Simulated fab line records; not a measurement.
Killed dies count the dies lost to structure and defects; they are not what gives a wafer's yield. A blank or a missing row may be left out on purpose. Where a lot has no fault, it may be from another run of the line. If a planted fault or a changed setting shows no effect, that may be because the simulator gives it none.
fab line records	flow nand-harc
[record] lots = 11	wafers = 33	last-day = 32
route steps=1302 shown A_CHANNEL_HOLE_D1@488 A_CHANNEL_FILL_D1@509 A_DECK1_JOINT@542 A_ONON_D2@553 END@1302
lots with no fault: from the same line, run without faults
start-h: hours from the record's first day to the start of the lot's first wafer shown	wait-h: how many hours have passed since the lot's step before this one	" identical to the entry in the row above	L1.1+2: several wafers, shown together as one row	- no value, or no start was given	* or withheld: withheld	< > ~ a bound
route shown NAME@n: a module of which the file shows steps, and the number in the route of the first	usual: mean/standard deviation taken from wafers without a fault	same: alike in all rows	chamber/n: place in a boat	sites: readings site by site	_std_site: their standard deviation	_edge_site: mean of outer sites minus mean of inner sites	radius-mm: how far each site lies from the wafer's centre	mask NAME#n: copy n	behind: the tool/chamber that last shaped the wafer	hold: the reason the lot was held/the length of the hold in hours/how it ended	device: which transistor (n, p or np) failed to switch	end of line: at the end of the route, the tests of the same wafers	for a step that has no rows: nothing shown but its recipe	killed: not the wafer's yield, but the dies lost to structure and defects at the first sort	map: dies across one wafer; x = killed, . = not, _ = none there
set.NAME: the run value of the setting; set.NAME@STEP: its run value at that earlier step	model.NAME: the simulator's own value behind a step, which no gauge read
a sample of lots followed through the steps of the route, with each step as a table and each wafer as a row
services: from which hour (start-h, from the record's first day; less than 0 if before it) a tool's chamber was out of use, for how many hours, and why
[[steps]]
[step NHARC_A_CHANNEL_HOLE_D1_XSEM_31]
[recipe] landing-energy-ev = 35000
[usual] bot-cd-nm = 74.0/1.7	bow-nm = 8.7/0.34	tilt-deg = 0.067/0.027
lot.wafer	tool	chamber	start-h	wait-h	bot-cd-nm	bow-nm	tilt-deg
L930.1	xsem-02	0	203.49	0.1	73.8	9.0	0.082
L930.4	"	0	"	"	74.1	9.1	0.081
L930.5	"	0	"	"	73.5	9.0	0.081
L934.1	xsem-01	0	248.02	0.1	76.8	8.7	0.106
L934.2	"	0	"	"	78.1	8.7	0.107
L934.6	"	0	"	"	75.4	8.6	0.105
L935.1	xsem-01	0	256.36	0.1	75.1	8.6	0.060
L935.4	"	0	"	"	77.8	8.6	0.059
L935.5	"	0	"	"	74.7	8.5	0.060
L939.2	xsem-02	0	300.04	0.1	71.3	9.0	0.107
L939.3	"	0	"	"	72.6	9.1	0.107
L939.6	"	0	"	"	70.5	9.0	0.107
L938.1	xsem-01	0	300.09	0.1	72.6	8.4	0.103
L938.4	"	0	"	"	73.6	8.5	0.105
L938.5	"	0	"	"	76.8	8.4	0.105
L941.1	xsem-01	0	309.36	0.1	74.7	8.6	0.045
L941.2	"	0	"	"	74.8	8.6	0.043
L941.3	"	0	"	"	75.3	8.6	0.045
L946.2	xsem-01	0	365.33	0.1	75.6	8.7	0.038
L946.4	"	0	"	"	73.4	8.8	0.038
L946.6	"	0	"	"	73.7	8.8	0.039
L947.1	xsem-02	0	373.09	0.1	73.7	8.3	0.062
L947.2	"	0	"	"	74.4	8.2	0.062
L947.5	"	0	"	"	74.2	8.3	0.062
L948.1	xsem-02	0	387.37	0.1	74.3	8.6	0.096
L948.2	"	0	"	"	71.4	8.6	0.097
L948.3	"	0	"	"	74.5	8.6	0.097
L949.1	xsem-02	0	399.40	0.1	78.7	7.9	0.041
L949.2	"	0	"	"	73.5	8.0	0.043
L949.6	"	0	"	"	77.2	7.9	0.042
L951.1	xsem-02	0	415.79	0.1	74.9	8.9	0.093
L951.3	"	0	"	"	76.2	8.9	0.092
L951.5	"	0	"	"	77.1	8.9	0.092
[step NHARC_A_CHANNEL_FILL_D1_STRIP_29]
[recipe] time-s = 20	o2-flow-sccm = 500	ar-flow-sccm = 0	bias-w = 0	chemistry = O2
[usual] drypump-motor-current-A = 5.9/0.38	o2-flow-sccm = 500.1/1.4	oes-product-au = 0.998/0.013	rf-vpp-V = 57.8/0.87	showerhead-plenum-p-Torr = 3.57/0.12	throttle-valve-pct = 17.038/0.0092
lot.wafer	tool	chamber	start-h	wait-h	drypump-motor-current-A	o2-flow-sccm	oes-product-au	rf-hours-counter-h	rf-vpp-V	showerhead-plenum-p-Torr	throttle-valve-pct
L930.4	rie-diel-03	2	-	-	6.2	502.6	0.999	5.9	58.0	3.66	17.031
L930.1	"	0	"	"	5.3	498.0	0.991	6.7	58.6	3.72	17.048
L930.5	"	2	"	"	6.2	499.8	0.988	-	57.7	3.66	17.047
L934.2	rie-diel-11	2	-	-	5.9	500.9	0.998	1.0	57.2	3.59	17.044
L934.1	"	3	"	"	6.3	501.5	1.022	1.0	57.3	3.70	17.043
L934.6	"	2	"	"	6.0	500.3	1.001	-	58.0	3.59	17.054
L935.1	rie-diel-13	0	-	-	5.8	499.1	1.005	9.0	57.7	3.41	17.034
L935.4	"	2	"	"	5.7	499.8	1.016	8.7	57.4	3.67	17.064
L935.5	"	0	"	"	5.8	500.9	1.000	-	56.6	3.41	17.048
L938.1	rie-diel-13	1	-	-	6.0	498.8	1.017	13.7	57.3	3.58	17.024
L938.4	"	2	"	"	5.7	500.9	1.002	12.8	57.5	3.67	17.015
L938.5	"	0	"	"	5.8	501.5	0.996	-	58.1	3.41	17.038
L939.3	rie-diel-03	0	-	-	5.3	498.5	0.968	3.7	59.4	3.72	17.041
L939.2	"	2	"	"	6.2	499.7	0.978	3.7	56.8	3.66	17.046
L939.6	"	0	"	"	5.3	500.0	0.974	-	58.4	3.72	17.043
L941.1	rie-diel-03	1	-	-	6.2	499.9	0.993	4.3	57.4	3.48	17.032
L941.3	"	2	"	"	6.2	501.3	0.975	4.0	58.3	3.66	17.041
L941.2	"	0	"	"	5.3	500.2	0.975	4.0	58.2	3.72	17.023
L946.2	rie-diel-03	2	-	-	6.2	499.5	0.987	5.4	58.9	3.65	17.041
L946.4	"	3	"	"	5.3	501.4	0.992	5.4	57.5	3.52	17.050
L946.6	"	2	"	"	6.2	500.2	0.982	-	58.3	3.66	17.036
L947.2	rie-diel-13	3	-	-	5.5	500.3	1.023	4.1	56.5	3.31	17.033
L947.1	"	1	"	"	6.0	499.7	1.023	5.6	57.8	3.57	17.035
L947.5	"	3	"	"	5.6	500.2	1.023	-	56.2	3.31	17.037
L948.3	rie-diel-03	0	-	-	5.3	499.3	0.979	6.4	59.2	3.72	17.029
L948.1	"	1	"	"	6.3	501.5	0.998	6.4	58.5	3.48	17.037
L948.2	"	2	"	"	6.2	499.7	0.980	6.8	57.7	3.65	17.056
L949.2	rie-diel-03	1	-	-	6.3	501.0	0.998	7.1	58.5	3.48	17.035
L949.1	"	3	"	"	5.3	500.1	0.999	7.3	58.0	3.52	17.025
L949.6	"	0	"	"	5.3	499.3	0.983	-	57.8	3.72	17.044
L951.3	rie-diel-11	3	-	-	6.2	498.5	1.004	1.1	59.7	3.69	17.033
L951.1	"	0	"	"	5.8	497.2	0.985	1.1	57.2	3.46	17.041
L951.5	"	3	"	"	6.2	498.9	0.997	-	58.5	3.69	17.029
[step NHARC_A_DECK1_JOINT_DEP_16]
[recipe] target-thk-a = 450	temp-c = 400	pressure-torr = 6.5	rf-w = 900	teos-flow-sccm = 161.4	flow-sccm = 2650	target-thk-nm = 45	gas = O2	material = SiO2
[usual] chamber-pressure-Torr = 6.499/0.015	flow-sccm = 2649/7	heater-power-outer-w = 311/55	heater-power-w = 577/84	susceptor-temp-C = 400.02/0.2	throttle-valve-pct = 16.4/0.39
lot.wafer	tool	chamber	start-h	wait-h	chamber-pressure-Torr	flow-sccm	heater-power-outer-w	heater-power-w	susceptor-temp-C	throttle-valve-pct
L930.1	pecvd-01	2	290.09	0.1	6.496	2652	285	569	400.11	17.0
L930.4	"	0	"	"	6.509	2640	283	554	399.87	16.0
L930.5	"	2	"	"	6.492	2651	283	540	399.64	17.1
L934.2	pecvd-03	1	333.63	0.1	6.534	2644	282	545	399.77	17.0
L934.1	"	2	"	"	6.511	2651	345	658	400.30	16.1
L934.6	"	2	"	"	6.509	2651	345	633	400.40	16.2
L935.1	pecvd-03	0	339.10	0.1	6.498	2642	326	598	399.88	16.3
L935.5	"	2	"	"	6.500	2652	341	654	400.05	16.2
L935.4	"	1	"	"	6.503	2657	242	486	400.01	17.0
L938.1	pecvd-04	1	382.36	0.1	6.529	2645	311	533	399.85	16.6
L938.4	"	0	"	"	6.497	2649	338	696	400.03	16.8
L938.5	"	1	"	"	6.527	2640	301	509	399.65	16.5
L939.3	pecvd-03	0	385.31	0.1	6.496	2654	305	586	400.01	16.2
L939.2	"	2	"	"	6.479	2644	338	646	399.69	16.5
L939.6	"	2	"	"	6.498	2656	345	667	400.10	16.5
L941.3	pecvd-03	2	393.15	0.1	6.517	2635	377	698	400.26	16.5
L941.1	"	0	"	"	6.502	2646	275	569	400.55	16.4
L941.2	"	1	"	"	6.507	2647	321	577	399.91	16.3
L947.2	pecvd-01	0	453.17	0.1	6.503	2661	198	405	400.10	16.0
L947.1	"	1	"	"	6.492	2654	373	616	400.05	15.8
L947.5	"	2	"	"	6.491	2637	374	674	400.01	17.1
L946.2	pecvd-03	0	453.20	0.1	6.466	2635	358	649	399.77	16.5
L946.4	"	1	"	"	6.486	2652	242	492	400.14	16.3
L946.6	"	2	"	"	6.483	2642	368	678	400.01	16.5
L948.1	pecvd-01	0	466.94	0.2	6.492	2651	226	451	399.63	16.0
L948.2	"	1	"	"	6.516	2653	370	574	400.14	16.0
L948.3	"	2	"	"	6.484	2658	400	739	400.38	17.1
L949.1	pecvd-01	0	481.00	0.1	6.489	2645	232	437	399.91	16.0
L949.2	"	1	"	"	6.481	2644	333	543	399.86	16.4
L949.6	"	2	"	"	6.489	2643	398	704	400.04	17.1
L951.3	pecvd-03	0	497.97	0.1	6.502	2646	341	652	399.75	16.7
L951.1	"	2	"	"	6.493	2638	282	566	400.17	16.6
L951.5	"	0	"	"	6.486	2642	347	642	400.32	16.8
[step NHARC_A_ONON_D2_DEP_12]
[recipe] target-thk-a = 10000	n2-flow-sccm = 2750	n2o-flow-sccm = 2000	nh3-flow-sccm = 500	sih4-flow-sccm = 210	temp-c = 400
[usual] n2-flow-sccm = 2752/7.3	n2o-flow-sccm = 1999/5.3	susceptor-temp-C = 399.98/0.19
lot.wafer	tool	chamber	start-h	wait-h	n2-flow-sccm	n2o-flow-sccm	susceptor-temp-C
L930.1	pecvd-onon-04	0	292.70	0.1	2761	1993	399.84
L930.4	"	0	"	"	2759	1998	399.81
L930.5	"	0	"	"	2756	1990	399.90
L934.1	pecvd-onon-04	0	336.28	0.1	2764	2006	399.55
L934.2	"	0	"	"	2761	2011	399.90
L934.6	"	0	"	"	2758	2004	400.03
L935.1	pecvd-onon-03	0	341.73	0.1	2754	2009	399.69
L935.4	"	0	"	"	2749	1994	399.73
L935.5	"	0	"	"	2749	2006	399.57
L938.1	pecvd-onon-04	-	384.96	0.1	-	-	-
L938.4	"	-	"	"	-	-	-
L938.5	"	-	"	"	-	-	-
L939.2	pecvd-onon-04	-	388.04	0.1	-	-	-
L939.3	"	-	"	"	-	-	-
L939.6	"	-	"	"	-	-	-
L941.1	pecvd-onon-01	0	395.80	0.1	2764	2007	400.32
L941.2	"	0	"	"	2756	2009	400.15
L941.3	"	0	"	"	2754	2002	399.81
L947.1	pecvd-onon-04	0	455.81	0.1	2742	1990	399.95
L947.2	"	0	"	"	2743	1993	399.80
L947.5	"	0	"	"	2753	1998	399.71
L946.2	pecvd-onon-03	0	455.88	0.1	2745	2003	399.98
L946.4	"	0	"	"	2747	1995	400.09
L946.6	"	0	"	"	2756	2003	400.20
L948.1	pecvd-onon-03	0	469.58	0.1	2741	1994	399.93
L948.2	"	0	"	"	2762	2004	400.07
L948.3	"	0	"	"	2747	2004	399.80
L949.1	pecvd-onon-04	0	483.63	0.1	2764	2000	399.97
L949.2	"	0	"	"	2758	1994	400.23
L949.6	"	0	"	"	2760	1990	399.84
L951.1	pecvd-onon-03	0	500.61	0.1	2755	1998	400.27
L951.3	"	0	"	"	2764	1992	400.10
L951.5	"	0	"	"	2748	1999	399.90
[step NHARC_END_SORT_01]
[recipe] temp-c = 25
[usual] killed-at-array = 56/19	killed-at-other = 0.6/1	killed-at-periphery = 3.9/2.7	killed-dies = 61/19	killed-open = 3.3/1.9	killed-short = 2.4/1.7
[same] gross-dies = 677
lot.wafer	tool	chamber	start-h	wait-h	hold	killed-at-array	killed-at-other	killed-at-periphery	killed-dies	killed-open	killed-short
L930.1	prober-02	0	580.27	2.5	-	97	4	2	103	5	4
L930.4	prober-02	0	582.72	3.4	-	86	0	5	91	3	1
L930.5	prober-02	0	583.53	3.8	-	93	0	3	96	4	4
L935.1	prober-01	0	638.02	2.5	-	45	0	2	47	2	2
L935.4	prober-01	0	640.44	3.4	-	47	0	4	51	2	2
L935.5	prober-01	0	641.25	3.7	-	45	1	4	50	1	4
L938.1	prober-02	0	666.52	2.5	await-dispo/3.5h/scrap	672	2	3	677	2	4
L938.4	prober-02	0	668.91	3.4	await-dispo/3.5h/scrap	674	1	2	677	6	5
L938.5	prober-02	0	669.71	3.7	await-dispo/3.5h/scrap	673	2	2	677	2	0
L941.1	prober-02	0	683.20	2.5	-	55	0	6	61	3	1
L941.2	prober-02	0	684.02	2.8	-	71	0	0	71	4	3
L941.3	prober-02	0	684.83	3.1	-	58	0	6	64	4	3
L939.2	prober-01	0	684.00	2.8	await-dispo/1.1h/scrap	673	0	4	677	2	0
L939.3	prober-01	0	684.80	3.1	await-dispo/1.1h/scrap	673	0	4	677	6	3
L939.6	prober-01	0	687.18	4.0	await-dispo/1.1h/scrap	674	0	3	677	5	2
L947.1	prober-02	0	742.96	2.5	-	61	0	1	62	7	2
L947.2	prober-02	0	743.76	2.8	-	78	0	4	82	4	1
L947.5	prober-02	0	746.15	3.7	-	68	0	5	73	1	5
// killed by level:class
L930.1 A_CHANNEL_HOLE_D1:chamber-film-flake=36 A_CHANNEL_HOLE_D2:chamber-film-flake=25 A_SLIT:chamber-film-flake=23 A_STAIRCASE:chamber-film-flake=4 THIN_TSV:chamber-film-flake=3 A_CONTACT:chamber-film-flake=2 P_CONTACT:geometric-particle:open=1 P_M0:geometric-particle:open=1
L930.4 A_SLIT:chamber-film-flake=34 A_CHANNEL_HOLE_D2:chamber-film-flake=21 A_CHANNEL_HOLE_D1:chamber-film-flake=21 A_STAIRCASE:chamber-film-flake=2 A_SGD_CUT:chamber-film-flake=2 A_CONTACT:chamber-film-flake=2 P_M0:geometric-particle:open=1 A_CHANNEL_HOLE_D2:geometric-particle:short=1
L930.5 A_SLIT:chamber-film-flake=32 A_CHANNEL_HOLE_D1:chamber-film-flake=24 A_CHANNEL_HOLE_D2:chamber-film-flake=19 A_STAIRCASE:chamber-film-flake=5 A_CONTACT:chamber-film-flake=5 P_M0:geometric-particle:open=2 A_ONON_D1:geometric-particle:short=2 A_CHANNEL_FILL_D1:geometric-particle:short=1
L935.1 A_CHANNEL_HOLE_D2:chamber-film-flake=27 A_STAIRCASE:chamber-film-flake=6 A_CHANNEL_HOLE_D1:chamber-film-flake=5 A_CONTACT:chamber-film-flake=3 P_STI:chamber-film-flake=2 A_CHANNEL_HOLE_D1:geometric-particle:short=1 A_DECK1_JOINT:geometric-particle:open=1 A_BLC:geometric-particle:short=1
L935.4 A_CHANNEL_HOLE_D2:chamber-film-flake=32 A_CHANNEL_HOLE_D1:chamber-film-flake=6 A_CONTACT:chamber-film-flake=4 P_STI:chamber-film-flake=2 P_CONTACT:geometric-particle:open=1 A_ONON_D1:geometric-particle:short=1 A_CHANNEL_HOLE_D1:geometric-particle:short=1 A_M1:geometric-particle:open=1
L935.5 A_CHANNEL_HOLE_D2:chamber-film-flake=31 A_CHANNEL_HOLE_D1:chamber-film-flake=4 P_STI:chamber-film-flake=3 A_STAIRCASE:chamber-film-flake=3 P_M2:geometric-particle:short=1 A_CHANNEL_HOLE_D2:geometric-particle:short=1 A_CHANNEL_FILL_D2:geometric-particle:open=1 A_WL_FILL:geometric-particle:short=1
L938.1 A_ONON_D2:area-dep=601 A_CHANNEL_HOLE_D1:chamber-film-flake=28 A_SLIT:chamber-film-flake=19 A_CHANNEL_HOLE_D2:chamber-film-flake=7 A_CONTACT:chamber-film-flake=5 A_CHANNEL_FILL_D2:geometric-particle:open=2 P_GATE:chamber-film-flake=2 A_DECK1_JOINT:chamber-film-flake=2
L938.4 A_ONON_D2:area-dep=587 A_CHANNEL_HOLE_D1:chamber-film-flake=43 A_SLIT:chamber-film-flake=19 A_CHANNEL_HOLE_D2:chamber-film-flake=8 A_M1:chamber-film-flake=3 A_CHANNEL_FILL_D2:geometric-particle:open=2 A_M1:geometric-particle:open=2 A_CONTACT:chamber-film-flake=2
L938.5 A_ONON_D2:area-dep=608 A_CHANNEL_HOLE_D1:chamber-film-flake=26 A_SLIT:chamber-film-flake=25 A_CHANNEL_HOLE_D2:chamber-film-flake=5 P_CONTACT:geometric-particle:open=2 A_DECK1_JOINT:chamber-film-flake=2 A_CONTACT:chamber-film-flake=2 A_M1:chamber-film-flake=2
L941.1 A_CHANNEL_HOLE_D1:chamber-film-flake=23 A_CHANNEL_HOLE_D2:chamber-film-flake=14 A_M0:chamber-film-flake=5 P_GATE:chamber-film-flake=4 A_SLIT:chamber-film-flake=4 A_CONTACT:chamber-film-flake=4 A_STAIRCASE:chamber-film-flake=3 P_CONTACT:geometric-particle:short=1
L939.2 A_ONON_D2:area-dep=635 A_SLIT:chamber-film-flake=30 A_CHANNEL_HOLE_D1:chamber-film-flake=6 P_GATE:chamber-film-flake=2 P_CONTACT:geometric-particle:open=1 A_CHANNEL_FILL_D2:geometric-particle:open=1 P_ZERO_WELL:chamber-film-flake=1 A_STAIRCASE:chamber-film-flake=1
L941.2 A_CHANNEL_HOLE_D1:chamber-film-flake=29 A_CHANNEL_HOLE_D2:chamber-film-flake=19 A_CONTACT:chamber-film-flake=6 A_M0:chamber-film-flake=3 A_STAIRCASE:chamber-film-flake=3 A_WL_FILL:chamber-film-flake=2 A_SOURCE_PLATE:geometric-particle:short=1 A_CHANNEL_FILL_D1:geometric-particle:open=1
L939.3 A_ONON_D2:area-dep=637 A_SLIT:chamber-film-flake=18 A_CHANNEL_HOLE_D1:chamber-film-flake=8 P_GATE:chamber-film-flake=3 A_CHANNEL_FILL_D1:geometric-particle:open=2 A_CONTACT:geometric-particle:open=2 A_SOURCE_PLATE:geometric-particle:short=1 A_DECK1_JOINT:geometric-particle:open=1
L941.3 A_CHANNEL_HOLE_D1:chamber-film-flake=25 A_CHANNEL_HOLE_D2:chamber-film-flake=11 A_CONTACT:chamber-film-flake=5 P_GATE:chamber-film-flake=4 A_WL_FILL:chamber-film-flake=4 A_M0:chamber-film-flake=4 A_ONON_D1:geometric-particle:short=2 A_STAIRCASE:chamber-film-flake=2
L939.6 A_ONON_D2:area-dep=633 A_SLIT:chamber-film-flake=26 A_CHANNEL_HOLE_D1:chamber-film-flake=5 A_M0:geometric-particle:open=3 A_STAIRCASE:chamber-film-flake=2 A_SOURCE_PLATE:geometric-particle:short=1 A_ONON_D2:geometric-particle:short=1 A_CHANNEL_HOLE_D2:geometric-particle:open=1
L947.1 A_CHANNEL_HOLE_D1:chamber-film-flake=22 A_CHANNEL_HOLE_D2:chamber-film-flake=18 A_SLIT:chamber-film-flake=6 A_CONTACT:chamber-film-flake=4 A_ZERO_WELL:chamber-film-flake=2 P_GATE:geometric-particle:open=1 A_CHANNEL_HOLE_D1:geometric-particle:open=1 A_CHANNEL_FILL_D1:geometric-particle:open=1
L947.2 A_CHANNEL_HOLE_D1:chamber-film-flake=40 A_CHANNEL_HOLE_D2:chamber-film-flake=21 A_SLIT:chamber-film-flake=5 P_GATE:chamber-film-flake=3 A_STAIRCASE:chamber-film-flake=3 A_M0:geometric-particle:open=2 A_WL_FILL:chamber-film-flake=2 A_CONTACT:chamber-film-flake=2
L947.5 A_CHANNEL_HOLE_D1:chamber-film-flake=30 A_CHANNEL_HOLE_D2:chamber-film-flake=26 A_CONTACT:chamber-film-flake=3 A_ONON_D2:geometric-particle:short=2 P_GATE:chamber-film-flake=2 A_SLIT:chamber-film-flake=2 P_CONTACT:geometric-particle:open=1 P_CONTACT:geometric-particle:short=1
[[services]]
tool	chamber	start-h	hours	kind
pecvd-03	-	185.16	13.0	pm
pecvd-03	2	220.22	5.7	repair
pecvd-onon-03	-	227.00	13.0	pm
rie-diel-13	-	254.43	1.1	repair
rie-diel-11	-	255.50	9.0	pm
rie-diel-03	-	281.40	9.0	pm
pecvd-onon-04	-	311.00	13.0	pm
pecvd-01	-	311.23	13.0	pm
rie-diel-13	-	342.00	9.0	pm
pecvd-onon-03	-	344.37	14.3	repair
rie-diel-11	-	344.51	5.2	repair
pecvd-03	-	366.27	13.0	pm
xsem-01	-	374.00	14.0	pm
pecvd-onon-03	-	408.00	13.0	pm
rie-diel-11	1	413.76	10.6	repair
rie-diel-13	-	416.05	0.4	repair
pecvd-01	-	423.94	1.6	repair
rie-diel-11	-	432.50	9.0	pm
rie-diel-03	-	458.40	9.0	pm
rie-diel-03	1	468.58	11.4	repair
pecvd-01	-	491.97	0.3	repair
pecvd-onon-04	-	492.00	13.0	pm
rie-diel-11	0	494.07	9.5	repair
rie-diel-03	2	500.16	7.8	repair
[[key]]
[first-sign] step = NHARC_A_ONON_D2_DEP_12	reading = tool-record	direction = missing
[effect] step = NHARC_END_SORT_01	reading = killed-dies	direction = up	sigmas = 33	usual = 61	struck = 677
[more-kills-born-at] NHARC_A_ONON_D2_DEP_12@pecvd-onon-04 = 3701
met-at NHARC_A_ONON_D2_DEP_12
struck-lots L938,L939
later-rows-left-out L938.1,L938.4,L938.5,L939.2,L939.3,L939.6
tester-left-out L938,L939
not-acting-at NHARC_A_CHANNEL_HOLE_D1_XSEM_31,NHARC_A_CHANNEL_FILL_D1_STRIP_29,NHARC_A_DECK1_JOINT_DEP_16
onset-between 336.28 384.96
[fault] kind = skipped-step-whole	tool = pecvd-onon-04	chamber = -	onset-h = 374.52	steps = NHARC_A_ONON_D2_DEP_12	scope = struck-lots-only
// tester-left-out: of these lots the tester's yield and bins aren't shown, on N5 and GAA mostly nor the transistor test; their killed dies are dies lost to structure and defects alone, not to doping, threshold or leakage, so they don't give the yield
// later-rows-left-out: the simulator's readings of these wafers behind a module that went badly wrong aren't trusted and aren't shown, but for the sort
